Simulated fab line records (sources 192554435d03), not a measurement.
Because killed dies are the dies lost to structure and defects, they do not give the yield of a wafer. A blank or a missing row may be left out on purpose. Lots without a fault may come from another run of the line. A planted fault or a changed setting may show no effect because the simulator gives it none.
fab line records	flow n5-finfet
record: lots: 7	wafers: 21
route steps=1938 shown BEOL_M9@1446 BEOL_M10@1494 BEOL_M11@1540 BEOL_M13@1673
start-h: the number of hours between the record's first day and the start of the first shown wafer of the lot	wait-h: hours from the lot's prior step to this one	" repeats the value in the row above	L1.1+2: several wafers, shown together as one row	- either no value or no given start	* or withheld: withheld	< > ~ a bound
route shown NAME@n: names a module that has steps shown in the file, with the first one's number in the route	usual: the fault-free wafers' mean and standard deviation	same: alike in all rows	chamber/n: place in a boat	sites: the reading at each site	_std_site: the standard deviation of these	_edge_site: mean of outer sites minus mean of inner sites	radius-mm: how far each site lies from the wafer's centre	mask NAME#n: copy n	behind: the tool/chamber that last shaped the wafer	hold: why the lot was held/for how many hours/how that ended	device: names the non-switching transistor (n, p or np)	end of line: the tests these same wafers got at the end of their route	a step without rows: its recipe alone	killed: count of dies lost to structure and defects at first sort (not the wafer's yield)	map: a wafer's dies, marking killed ones x, the rest . and places with no die _
set.NAME: the setting that was run; set.NAME@STEP: the one run at that earlier step	model.NAME: the simulator's own value behind a step, which no gauge read
lots run with intentionally changed settings; tables by step, rows by wafer
== steps ==
step: N5_BEOL_M9_TRENCH_ETCH_37
recipe: chemistry: C4F6/O2	target-depth-a: 1514.3	target: SiCOH_lowk	time-s: 49	ion-energy-ev: 250	pressure-mtorr: 30	source-w: 345	bias-w: 185	Ar_flow_sccm: 300	C4F6_flow_sccm: 10	O2_flow_sccm: 10
lot.wafer	tool	chamber	start-h	wait-h	set.time-s	model.etch.depth-nm	model.BEOL_M9.feature-depth-nm	model.TiN_of_BEOL_M9_HM_DEP_02.thk-nm
L074.2+5	rie-diel-02	2	-	-	49	145.4	145.4	16
L074.6	"	3	"	"	49	151.5	151.6	15.8
L077.1	rie-diel-04	1	-	-	49	154	154	15.4
L077.3	"	3	"	"	49	154	154	15.6
L077.4	"	2	"	"	49	147.9	148	15.6
L079.3	rie-diel-04	1	-	-	49	154.8	154.8	15.4
L079.5	"	1	"	"	49	155.9	155.8	15.8
L079.6	"	0	"	"	49	152.7	152.6	15.6
L080.2	rie-diel-02	2	-	-	49	146.8	146.8	15.8
L080.3	"	0	"	"	57.73	178.8	178.8	15
L080.5	"	2	"	"	57.73	171.7	171.8	15
L090.4	rie-diel-02	1	-	-	49	153.9	154	15.8
L090.5	"	3	"	"	41.95	129.4	129.4	16.4
L090.6	"	2	"	"	49	146.5	146.6	16
L093.3	rie-diel-02	3	-	-	49	153.6	153.6	15.8
L093.5	"	2	"	"	43.18	129.3	129.2	16.6
L093.6	"	3	"	"	43.18	136.2	136.2	16.4
L097.1	rie-diel-04	3	-	-	49	152.5	152.6	15.6
L097.3	"	2	"	"	53.51	166.8	166.8	15.4
L097.4	"	1	"	"	49	156.2	156.2	15.4
step: N5_BEOL_M9_ETCH_41
recipe: chemistry: CH3F/O2	target: SiCN	target-depth-a: 366	taper-deg: 2	time-s: 70.1	ion-energy-ev: 120	mask-material: TiN	pressure-mtorr: 30	source-w: 395	bias-w: 75	Ar_flow_sccm: 150	CH3F_flow_sccm: 30	O2_flow_sccm: 20
step: N5_BEOL_M9_STRIP_80
recipe: chemistry: N2/H2	time-s: 10	power-w: 450	temp-c: 40	pressure-mtorr: 20	rf-frequency-hz: 6e+07	bias-power-w: 7	n2-flow-sccm: 200	h2-flow-sccm: 200
step: N5_BEOL_M9_OCD_MEAS_38
usual: trench-depth-nm: 151/3.4
lot.wafer	tool	chamber	start-h	wait-h	set.time-s@BEOL_M9_TRENCH_ETCH_37	trench-depth-nm
L074.2	ocd-02	-	256.18	-	49	146
L074.5	"	-	"	"	49	145
L074.6	"	-	"	"	49	152
L077.1	ocd-01	-	262.83	-	49	154
L077.3	"	-	"	"	49	154
L077.4	"	-	"	"	49	148
L079.3	ocd-01	-	284.20	-	49	155
L079.5	"	-	"	"	49	156
L079.6	"	-	"	"	49	153
L080.2	ocd-02	-	289.58	-	49	147
L080.3	"	-	"	"	57.73	179
L080.5	"	-	"	"	57.73	172
L090.4	ocd-01	-	338.91	-	49	154
L090.5	"	-	"	"	41.95	129
L090.6	"	-	"	"	49	147
L093.3	ocd-02	-	371.22	-	49	153
L093.5	"	-	"	"	43.18	130
L093.6	"	-	"	"	43.18	136
L097.1	ocd-02	-	390.62	-	49	153
L097.3	"	-	"	"	53.51	167
L097.4	"	-	"	"	49	156
step: N5_BEOL_M9_HM_STRIP_39
recipe: chemistry: peroxide-tin-strip	material: TiN	target-depth-a: 250	temp-c: 50	time-s: 158
step: N5_BEOL_M9_SRD_40
recipe: time-s: 30	temp-c: 23	rinse-liquid: diw	dry: ipa-marangoni
step: N5_BEOL_M9_ECD_50
recipe: material: Cu	target-thk-a: 3180
step: N5_BEOL_M9_ANNEAL_51
recipe: temp-c: 225	time-s: 90	ambient: N2
step: N5_BEOL_M9_CMP_52
recipe: stop-on: SiCOH_lowk	t-overpolish-s: 7	down-force-psi: 1	platen-rpm: 50	clearing-platen-down-force-psi: 1.5	clearing-platen-rpm: 50	post-cmp-clean: cu-alkaline	target-thk-nm: 140	clearing-platen-pad-velocity-m-s: 0.99484	pad-velocity-m-s: 0.99484
lot.wafer	tool	chamber	start-h	wait-h	set.time-s@BEOL_M9_TRENCH_ETCH_37	model.Cu_of_BEOL_M9_ECD_50.thk-nm
L074.2	cmp-03	0	258.48	0.3	49	132.4
L074.6	"	2	"	"	49	137.4
L074.5	"	3	"	"	49	133.8
L077.3	cmp-01	3	266.39	0.2	49	141
L077.1	"	0	"	"	49	141.6
L077.4	"	1	"	"	49	136.4
L079.3	cmp-03	0	286.97	0.3	49	143.6
L079.6	"	1	"	"	49	141
L079.5	"	2	"	"	49	144.6
L080.3	cmp-03	3	291.80	0.2	57.73	168.2
L080.2	"	0	"	"	49	135.4
L080.5	"	1	"	"	57.73	160.6
L090.4	cmp-01	2	340.90	0.2	49	140.8
L090.5	"	3	"	"	41.95	117.4
L090.6	"	0	"	"	49	133.6
L093.3	cmp-02	1	373.51	0.3	49	142.8
L093.5	"	3	"	"	43.18	117.8
L093.6	"	0	"	"	43.18	123.6
L097.1	cmp-01	3	392.74	0.3	49	140.4
L097.3	"	0	"	"	53.51	154.4
L097.4	"	2	"	"	49	144.8
step: N5_BEOL_M9_THK_MEAS_53
recipe: thk-meas-gauge: xrf	reads: Cu_of_BEOL_M9_ECD_50
usual: M9_THK: 139/3.7
lot.wafer	tool	chamber	start-h	wait-h	set.time-s@BEOL_M9_TRENCH_ETCH_37	M9_THK[nm]
L074.2	film-metro-02	-	258.70	-	49	132
L074.5	"	-	"	"	49	133
L074.6	"	-	"	"	49	137
L077.1	film-metro-02	-	266.64	-	49	141
L077.3	"	-	"	"	49	141
L077.4	"	-	"	"	49	136
L079.3	film-metro-02	-	287.15	-	49	144
L079.5	"	-	"	"	49	146
L079.6	"	-	"	"	49	142
L080.2	film-metro-01	-	292.02	-	49	136
L080.3	"	-	"	"	57.73	169
L080.5	"	-	"	"	57.73	161
L090.4	film-metro-01	-	341.09	-	49	142
L090.5	"	-	"	"	41.95	118
L090.6	"	-	"	"	49	134
L093.3	film-metro-01	-	373.73	-	49	144
L093.5	"	-	"	"	43.18	119
L093.6	"	-	"	"	43.18	125
L097.1	film-metro-02	-	393.03	-	49	140
L097.3	"	-	"	"	53.51	155
L097.4	"	-	"	"	49	146
step: N5_BEOL_M9_PRE_CLEAN_55
recipe: gas: NH3	time-s: 15	temp-c: withheld	rf-power-w: 300
step: N5_BEOL_M9_DEP_56
recipe: material: SiCN	target-thk-a: 150	temp-c: withheld	precursor: 3MS/NH3	pressure-torr: 3	rf-w: 202	time-s: 26.5
step: N5_BEOL_M9_RS_MEAS_57
recipe: thk-meas-gauge: four-point-probe	reads: Cu_of_BEOL_M9_ECD_50+Co_of_BEOL_M9_CVD_78+TaN_of_BEOL_M9_ALD_74
usual: M9_RS: 0.152/0.0044
lot.wafer	tool	chamber	start-h	wait-h	set.time-s@BEOL_M9_TRENCH_ETCH_37	M9_RS[ohm/sq]
L074.2	film-metro-02	-	258.83	0.1	49	0.161
L074.5	"	-	"	"	49	0.159
L074.6	"	-	"	"	49	0.154
L077.1	film-metro-01	-	266.78	0.1	49	0.149
L077.3	"	-	"	"	49	0.150
L077.4	"	-	"	"	49	0.156
L079.3	film-metro-02	-	287.29	0.1	49	0.147
L079.5	"	-	"	"	49	0.146
L079.6	"	-	"	"	49	0.150
L080.2	film-metro-01	-	292.16	0.1	49	0.157
L080.3	"	-	"	"	57.73	0.124
L080.5	"	-	"	"	57.73	0.130
L090.4	film-metro-01	-	341.22	0.0	49	0.150
L090.5	"	-	"	"	41.95	0.183
L090.6	"	-	"	"	49	0.159
L093.3	film-metro-01	-	373.87	0.1	49	0.147
L093.5	"	-	"	"	43.18	0.183
L093.6	"	-	"	"	43.18	0.173
L097.1	film-metro-02	-	393.17	0.1	49	0.150
L097.3	"	-	"	"	53.51	0.136
L097.4	"	-	"	"	49	0.145
step: N5_BEOL_M10_COAT_63
recipe: resist: SOC	temp-c: 250	time-s: 60	spin-rpm: 1500	resist-thk-nm: 100
lot.wafer	tool	chamber	start-h	wait-h	set.spin-rpm	model.SOC_of_BEOL_M10_COAT_63.thk-nm
L074.2+5	litho-track-05	0	264.79	2.0	1500	100
L074.6	"	0	"	"	1500	100.4
L077.1	litho-track-04	0	273.20	0.0	1581	97.8
L077.3	"	0	"	"	1500	100.4
L077.4	"	0	"	"	1581	97.4
L079.3	litho-track-01	0	290.08	0.0	1500	100
L079.5+6	"	0	"	"	1354	105
L080.2	litho-track-05	0	295.10	0.0	1415	102.6
L080.3	"	0	"	"	1500	99.6
L080.5	"	0	"	"	1415	102.4
L090.4+5	litho-track-05	0	345.84	2.1	1500	100
L090.6	"	0	"	"	1576	97.8
L093.3+5	litho-track-05	0	381.61	2.7	1500	100
L093.6	"	0	"	"	1500	100.2
L097.1	litho-track-01	0	395.94	0.6	1554	98.2
L097.3	"	0	"	"	1500	99.8
L097.4	"	0	"	"	1554	98
step: N5_BEOL_M10_PEB_26
recipe: peb-temp-c: withheld	peb-time-s: 60	resist: CAR-ArF
lot.wafer	tool	chamber	start-h	wait-h	set.peb-time-s
L074.2+5+6	litho-track-04	0	265.27	0.1	60
L077.1+3	litho-track-05	0	273.38	0.1	49.55
L077.4	"	0	"	"	60
L079.3+5	litho-track-01	0	290.39	0.0	48.65
L079.6	"	0	"	"	60
L080.2	litho-track-04	0	295.41	0.1	70.78
L080.3+5	"	0	"	"	60
L090.4+5+6	litho-track-05	0	346.31	0.0	60
L093.3+6	litho-track-04	0	382.12	0.0	60
L093.5	"	0	"	"	63.78
L097.1+3	litho-track-04	0	396.12	0.1	60
L097.4	"	0	"	"	56.19
step: N5_BEOL_M10_DEVELOP_27
recipe: develop-time-s: 30	developer: TMAH	resist: CAR-ArF	rinse-liquid: diw	dry: air-spin	dev-temp-c: 23
step: N5_BEOL_M10_CD_MEAS_28
recipe: target-cd-nm: 70	landing-energy-ev: 500	detector: se-inlens	polarity: opening
usual: cd-nm: 69.8/1
lot.wafer	tool	chamber	start-h	wait-h	set.peb-time-s@BEOL_M10_PEB_26	cd-nm
L074.2	cd-sem-02	0	265.34	-	60	68.8
L074.5	"	0	"	"	60	68.9
L074.6	"	0	"	"	60	70.7
L077.1	cd-sem-02	0	273.45	-	49.55	60.4
L077.3	"	0	"	"	49.55	61.5
L077.4	"	0	"	"	60	69.2
L079.3	cd-sem-02	0	290.46	-	48.65	60.3
L079.5	"	0	"	"	48.65	59.7
L079.6	"	0	"	"	60	72.5
L080.2	cd-sem-02	0	295.48	-	70.78	76.4
L080.3	"	0	"	"	60	68.4
L080.5	"	0	"	"	60	68.5
L090.4	cd-sem-01	0	346.38	-	60	69.3
L090.5	"	0	"	"	60	69.9
L090.6	"	0	"	"	60	68.9
L093.3	cd-sem-03	0	382.19	-	60	70.4
L093.5	"	0	"	"	63.78	74.2
L093.6	"	0	"	"	60	70.8
L097.1	cd-sem-01	0	396.19	-	60	69.2
L097.3	"	0	"	"	60	70.0
L097.4	"	0	"	"	56.19	65.7
step: N5_BEOL_M10_DESCUM_33
recipe: chemistry: O2	time-s: 7.9	source-power-w: 50	bias-power-w: 20	pressure-mtorr: 20	rf-frequency-hz: 2.712e+07	temp-c: 40	resist: CAR-ArF	o2-flow-sccm: 225
step: N5_BEOL_M10_ETCH_65
recipe: chemistry: CF4	target: SiARC	target-depth-a: 390	mask-material: CAR-ArF	time-s: 65	ion-energy-ev: 80	pressure-mtorr: 40	source-w: 545	bias-w: 36	Ar_flow_sccm: 100	cf4-flow-sccm: 100	ends: cleared
step: N5_BEOL_M10_ETCH_66
recipe: chemistry: N2/H2	target: SOC	target-depth-a: 1200	overetch-a: 240	mask-material: SiARC	temp-c: 40	time-s: 180	ion-energy-ev: 200	pressure-mtorr: 30	source-w: 840	bias-w: 150	n2-flow-sccm: 200	h2-flow-sccm: 200
lot.wafer	tool	chamber	start-h	wait-h	set.spin-rpm@BEOL_M10_COAT_63	model.etch.depth-nm
L074.2+5	rie-diel-01	0	266.73	0.0	1500	100
L074.6	"	1	"	"	1500	100.3
L077.1	rie-diel-03	1	275.61	0.0	1581	97.73
L077.3	"	3	"	"	1500	100.4
L077.4	"	0	"	"	1581	97.32
L079.3	rie-diel-05	3	291.72	0.0	1500	99.94
L079.5+6	"	0,3	"	"	1354	105.1
L080.2	rie-diel-05	2	295.65	0.0	1415	102.6
L080.3	"	1	"	"	1500	99.69
L080.5	"	2	"	"	1415	102.4
L090.4	rie-diel-05	1	346.86	0.0	1500	99.96
L090.5	"	1	"	"	1500	100
L090.6	"	2	"	"	1576	97.88
L093.3	rie-diel-05	3	382.75	0.0	1500	100
L093.5	"	0	"	"	1500	100.1
L093.6	"	1	"	"	1500	100.2
L097.1	rie-diel-05	3	396.48	0.0	1554	98.17
L097.3	"	0	"	"	1500	99.85
L097.4	"	1	"	"	1554	98.05
step: N5_BEOL_M10_STRIP_69
recipe: chemistry: N2/H2	temp-c: 40	n2-flow-sccm: 200	h2-flow-sccm: 200	rf-frequency-hz: 6e+07
step: N5_BEOL_M10_VIA_ETCH_34
recipe: chemistry: C4F6/O2	target: SiCOH_lowk	target-depth-a: 1845	mask-material: SOC	taper-deg: 4	time-s: 69.2	ion-energy-ev: 250	pressure-mtorr: 30	source-w: 345	bias-w: 185	Ar_flow_sccm: 300	C4F6_flow_sccm: 10	O2_flow_sccm: 10
lot.wafer	tool	chamber	start-h	wait-h	set.spin-rpm@BEOL_M10_COAT_63	model.SOC_of_BEOL_M10_COAT_63.thk-nm
L074.2+5	rie-diel-01	0	266.86	0.0	1500	92
L074.6	"	1	"	"	1500	91.8
L077.1	rie-diel-03	1	275.74	0.0	1581	89.4
L077.3	"	3	"	"	1500	92
L077.4	"	0	"	"	1581	89.2
L079.3	rie-diel-05	3	291.84	0.0	1500	91.6
L079.5	"	0	"	"	1354	97.2
L079.6	"	3	"	"	1354	96.8
L080.2	rie-diel-05	2	295.77	0.0	1415	94.6
L080.3	"	1	"	"	1500	91.8
L080.5	"	2	"	"	1415	94.4
L090.4+5	rie-diel-05	1	346.98	0.0	1500	92
L090.6	"	2	"	"	1576	89.8
L093.3	rie-diel-05	3	382.87	0.0	1500	91.8
L093.5	"	0	"	"	1500	92
L093.6	"	1	"	"	1500	92.2
L097.1	rie-diel-05	3	396.61	0.0	1554	90
L097.3	"	0	"	"	1500	92
L097.4	"	1	"	"	1554	90.2
step: N5_BEOL_M11_HM_DEP_02
recipe: material: TiN	target-thk-a: 200	temp-c: 25	chamber-pressure-pa: 0.49996
lot.wafer	tool	chamber	start-h	wait-h	set.target-thk-a	model.TiN_of_BEOL_M11_HM_DEP_02.thk-nm
L074.2+5+6	pvd-sputter-02	-	272.69	1.5	200	20.2
L077.1+4	pvd-sputter-01	-	278.83	0.0	200	20.2
L077.3	"	-	"	"	200	20.4
L079.3	pvd-sputter-01	-	297.48	0.7	218.4	22.4
L079.5	"	-	"	"	218.4	22.2
L079.6	"	-	"	"	200	20.2
L080.2+5	pvd-sputter-02	-	300.35	0.9	188.9	18.4
L080.3	"	-	"	"	200	19.6
L090.4	pvd-sputter-03	-	352.72	0.5	200	20.2
L090.5	"	-	"	"	209.5	21.2
L090.6	"	-	"	"	209.5	21
L093.3	pvd-sputter-01	-	388.27	1.7	200	20.2
L093.5	"	-	"	"	186.7	18.8
L093.6	"	-	"	"	186.7	19
L097.1	pvd-sputter-02	-	401.07	0.5	191.1	19
L097.3	"	-	"	"	200	19.6
L097.4	"	-	"	"	200	20
step: N5_BEOL_M11_COAT_59
recipe: resist: SOC	temp-c: 250	time-s: 60	spin-rpm: 1500	resist-thk-nm: 100
step: N5_BEOL_M11_COAT_60
recipe: resist: SiARC	temp-c: 220	time-s: 60	spin-rpm: 1500	resist-thk-nm: 30
step: N5_BEOL_M11_STRIP_68
recipe: chemistry: N2/H2	temp-c: 40	n2-flow-sccm: 200	h2-flow-sccm: 200	rf-frequency-hz: 6e+07
step: N5_BEOL_M11_STRIP_67
recipe: chemistry: CF4	resist: SiARC	power-w: 300	bias-power-w: 75	pressure-mtorr: 50	cf4-flow-sccm: 150	rf-frequency-hz: 6e+07
step: N5_BEOL_M11_HM_OPEN_17
recipe: chemistry: Cl2/BCl3	target-depth-a: 200	overetch-a: 60	target: TiN	mask-material: SOC	ion-energy-ev: 150	pressure-mtorr: 10	icp-w: 1000	bias-w: 126	Cl2_flow_sccm: 53.25	bcl3-flow-sccm: 21.75	Ar_flow_sccm: 25
lot.wafer	tool	chamber	start-h	wait-h	set.target-thk-a@BEOL_M11_HM_DEP_02	model.etch.depth-nm
L074.2+5	rie-metal-03	0,1	273.56	0.0	200	20.18
L074.6	"	0	"	"	200	20.29
L077.1	rie-metal-01	1	279.57	0.0	200	20.24
L077.3	"	0	"	"	200	20.46
L077.4	"	1	"	"	200	20.17
L079.3	rie-metal-02	0	298.28	0.1	218.4	22.44
L079.5	"	1	"	"	218.4	22.25
L079.6	"	0	"	"	200	20.21
L080.2	rie-metal-01	1	301.08	0.0	188.9	18.42
L080.3	"	1	"	"	200	19.5
L080.5	"	1	"	"	188.9	18.49
L090.4	rie-metal-02	1	353.55	0.1	200	20.15
L090.5	"	1	"	"	209.5	21.24
L090.6	"	0	"	"	209.5	21.05
L093.3	rie-metal-01	1	389.18	0.1	200	20.29
L093.5	"	1	"	"	186.7	18.83
L093.6	"	1	"	"	186.7	19.03
L097.1	rie-metal-01	1	402.15	0.0	191.1	19.05
L097.3	"	1	"	"	200	19.64
L097.4	"	0	"	"	200	19.97
step: N5_BEOL_M11_STRIP_19
recipe: chemistry: O2	power-w: 400	temp-c: 40	pressure-mtorr: 30	rf-frequency-hz: 6e+07	bias-power-w: 0	overash-fraction: 0.2	o2-flow-sccm: 225
step: N5_BEOL_M11_STRIP_73
recipe: chemistry: C4F6/O2	resist: SiARC	rf-frequency-hz: 6e+07
step: N5_BEOL_M11_STRIP_36
recipe: chemistry: N2/H2	power-w: 450	temp-c: 40	pressure-mtorr: 20	rf-frequency-hz: 6e+07	overash-fraction: 0.3	bias-power-w: 7	h2-frac: 0.5	n2-flow-sccm: 200	h2-flow-sccm: 200
step: N5_BEOL_M11_TRENCH_ETCH_37
recipe: chemistry: C4F6/O2	target-depth-a: 1488.3	target: SiCOH_lowk	time-s: 48	ion-energy-ev: 250	pressure-mtorr: 30	source-w: 345	bias-w: 185	Ar_flow_sccm: 300	C4F6_flow_sccm: 10	O2_flow_sccm: 10
lot.wafer	tool	chamber	start-h	wait-h	set.target-thk-a@BEOL_M11_HM_DEP_02	model.TiN_of_BEOL_M11_HM_DEP_02.thk-nm
L074.2+5	rie-diel-04	3,1	-	-	200	16
L074.6	"	0	"	"	200	16.2
L077.1+4	rie-diel-06	3,1	-	-	200	16.2
L077.3	"	2	"	"	200	16.4
L079.3	rie-diel-06	1	-	-	218.4	18.4
L079.5	"	3	"	"	218.4	18.2
L079.6	"	0	"	"	200	16
L080.2	rie-diel-04	2	-	-	188.9	14.4
L080.3	"	0	"	"	200	15.4
L080.5	"	1	"	"	188.9	14.2
L090.4	rie-diel-02	1	-	-	200	16
L090.5	"	0	"	"	209.5	17.2
L090.6	"	3	"	"	209.5	16.8
L093.3	rie-diel-02	2	-	-	200	16.4
L093.5	"	1	"	"	186.7	14.6
L093.6	"	2	"	"	186.7	15.2
L097.1	rie-diel-04	0	-	-	191.1	15
L097.3	"	1	"	"	200	15.4
L097.4	"	2	"	"	200	16
step: N5_BEOL_M13_ETCH_59
recipe: chemistry: N2/H2	target: BARC	target-depth-a: 890	overetch-a: 267	time-s: 67.9	ion-energy-ev: 200	pressure-mtorr: 30	source-w: 840	bias-w: 150	n2-flow-sccm: 200	h2-flow-sccm: 200
lot.wafer	tool	chamber	start-h	wait-h	set.time-s
L074.2+5+6	rie-diel-04	0,3,2	286.60	0.0	67.9
L077.1	rie-diel-06	1	290.04	0.0	67.9
L077.3+4	"	2,0	"	"	73.29
L079.3+5+6	rie-diel-06	1,2,1	313.86	0.0	67.9
L080.2	rie-diel-02	1	314.06	0.0	59.42
L080.3+5	"	3,2	"	"	67.9
L090.4	rie-diel-02	2	371.80	0.0	63.52
L090.5+6	"	2,3	"	"	67.9
L093.3+6	rie-diel-02	1,2	399.59	0.0	67.9
L093.5	"	3	"	"	54.33
L097.1+3+4	rie-diel-04	3,1,0	415.89	0.0	67.9
step: N5_BEOL_M13_COAT_65
recipe: resist: SOC	temp-c: 250	time-s: 60	spin-rpm: 1500	resist-thk-nm: 350
lot.wafer	tool	chamber	start-h	wait-h	set.spin-rpm	set.time-s@BEOL_M13_ETCH_59	model.SOC_of_BEOL_M13_COAT_65.thk-nm
L074.2	litho-track-01	0	287.26	0.0	1500	67.9	348.6
L074.5	"	0	"	"	1500	67.9	348.8
L074.6	"	0	"	"	1500	67.9	349.8
L077.1	litho-track-05	0	290.57	0.0	1402	67.9	361
L077.3	"	0	"	"	1500	73.29	349
L077.4	"	0	"	"	1500	73.29	348.6
L079.3+6	litho-track-03	0	314.40	0.0	1373	67.9	366.6
L079.5	"	0	"	"	1373	67.9	367.4
L080.2	litho-track-03	0	314.60	0.0	1500	59.42	350.4
L080.3+5	"	0	"	"	1500	67.9	349.8
L090.4	litho-track-03	0	372.36	0.0	1500	63.52	349.2
L090.5	"	0	"	"	1500	67.9	350.2
L090.6	"	0	"	"	1500	67.9	349.6
L093.3	litho-track-05	0	400.13	0.0	1500	67.9	350.4
L093.5	"	0	"	"	1500	54.33	350.4
L093.6	"	0	"	"	1500	67.9	348.8
L097.1+3	litho-track-05	0	416.42	0.0	1500	67.9	350
L097.4	"	0	"	"	1500	67.9	349.6
== key ==
split: step: N5_BEOL_M9_TRENCH_ETCH_37	setting: time-s	stated: 49	by: wafer
response: step: N5_BEOL_M9_TRENCH_ETCH_37	reading: model.etch.depth-nm	change: +1.56	per: 1%	r: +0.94
response: step: N5_BEOL_M9_TRENCH_ETCH_37	reading: model.BEOL_M9.feature-depth-nm	change: +1.56	per: 1%	r: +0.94
response: step: N5_BEOL_M9_TRENCH_ETCH_37	reading: model.TiN_of_BEOL_M9_HM_DEP_02.thk-nm	change: -0.0409	per: 1%	r: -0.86
response: step: N5_BEOL_M9_OCD_MEAS_38	reading: trench-depth-nm	change: +1.56	per: 1%	r: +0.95
response: step: N5_BEOL_M9_CMP_52	reading: model.Cu_of_BEOL_M9_ECD_50.thk-nm	change: +1.56	per: 1%	r: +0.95
response: step: N5_BEOL_M9_THK_MEAS_53	reading: M9_THK	change: +1.55	per: 1%	r: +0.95
response: step: N5_BEOL_M9_RS_MEAS_57	reading: M9_RS	change: -0.00189	per: 1%	r: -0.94
split: step: N5_BEOL_M10_COAT_63	setting: spin-rpm	stated: 1500	by: wafer
response: step: N5_BEOL_M10_COAT_63	reading: model.SOC_of_BEOL_M10_COAT_63.thk-nm	change: -0.501	per: 1%	r: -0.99
response: step: N5_BEOL_M10_ETCH_66	reading: model.etch.depth-nm	change: -0.505	per: 1%	r: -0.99
response: step: N5_BEOL_M10_VIA_ETCH_34	reading: model.SOC_of_BEOL_M10_COAT_63.thk-nm	change: -0.516	per: 1%	r: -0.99
split: step: N5_BEOL_M10_PEB_26	setting: peb-time-s	stated: 60	by: wafer
response: step: N5_BEOL_M10_CD_MEAS_28	reading: cd-nm	change: +0.535	per: 1%	r: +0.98
split: step: N5_BEOL_M11_HM_DEP_02	setting: target-thk-a	stated: 200	by: wafer
response: step: N5_BEOL_M11_HM_DEP_02	reading: model.TiN_of_BEOL_M11_HM_DEP_02.thk-nm	change: +0.21	per: 1%	r: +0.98
response: step: N5_BEOL_M11_HM_OPEN_17	reading: model.etch.depth-nm	change: +0.21	per: 1%	r: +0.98
response: step: N5_BEOL_M11_TRENCH_ETCH_37	reading: model.TiN_of_BEOL_M11_HM_DEP_02.thk-nm	change: +0.223	per: 1%	r: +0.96
split: step: N5_BEOL_M13_ETCH_59	setting: time-s	stated: 67.9	by: wafer
response: step: N5_BEOL_M13_COAT_65	reading: model.SOC_of_BEOL_M13_COAT_65.thk-nm	shape: bent	at-lowest: 350.4	at-stated: 353.6	at-highest: 348.8
split: step: N5_BEOL_M13_COAT_65	setting: spin-rpm	stated: 1500	by: wafer
response none clear
